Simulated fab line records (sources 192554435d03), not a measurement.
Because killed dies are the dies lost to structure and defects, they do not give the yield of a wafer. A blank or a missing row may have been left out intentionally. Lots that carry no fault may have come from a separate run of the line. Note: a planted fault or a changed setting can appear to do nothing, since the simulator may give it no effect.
Chamber matching + flow n5 finfet + rie diel-03 running N5_BEOL_M0_SAQP_SPACER2_ETCHBACK_27: 3 sister chambers
The step etches SiO2 in CHF3/O2, target depth 22.5 nm, time 11.25 s. 6 wafers are shown with their chamber, then 8 later ones without.

## WAFERS, EACH WITH ITS CHAMBER
| wafer  | chamber | drypump motor current A (A) | oes product au (a.u.) |
|--------|---------|-----------------------------|-----------------------|
| L087.3 | 3       | 5.6                         | 0.70                  |
| L087.5 | 1       | 6.1                         | 0.89                  |
| L087.6 | 0       | 6.3                         | 0.73                  |
| L090.1 | 1       | 6.0                         | 0.88                  |
| L090.2 | 3       | 5.6                         | 0.70                  |
| L090.4 | 0       | 6.4                         | 0.73                  |

## WAFERS WITH NO CHAMBER GIVEN
| wafer  | drypump motor current A (A) | oes product au (a.u.) |
|--------|-----------------------------|-----------------------|
| L092.1 | 6.4                         | 0.72                  |
| L092.6 | 6.0                         | 0.87                  |
| L095.1 | 6.4                         | 0.72                  |
| L095.2 | 6.1                         | 0.86                  |
| L095.5 | 5.6                         | 0.69                  |
| L097.2 | 6.1                         | 0.86                  |
| L097.5 | 5.6                         | 0.69                  |
| L097.6 | 6.4                         | 0.71                  |

## WHICH CHAMBER EACH WENT THROUGH
| wafer  | from the rows above | in truth |
|--------|---------------------|----------|
| L092.1 | 0                   | 0        |
| L092.6 | 1                   | 1        |
| L095.1 | 0                   | 0        |
| L095.2 | 1                   | 1        |
| L095.5 | 3                   | 3        |
| L097.2 | 1                   | 1        |
| L097.5 | 3                   | 3        |
| L097.6 | 0                   | 0        |
Correct placement for 8 of the 8. Number that these rows cannot place: 0. Wrongly placed: 0.
How it was worked out, from the rows above alone: a wafer's distance from a chamber is the root of the sum, over the readings, of the square of ((its reading less the chamber's mean) divided by the reading's scatter). If the next closest chamber is less than 2 further off than the closest, the wafer can't be placed; otherwise it belongs to the closest. For every chamber, the mean is computed from those of its wafers that are shown. The scatter is the square root of a quotient: the sum, over the shown wafers, of each reading's squared deviation from its chamber's mean, divided by wafers minus chambers.
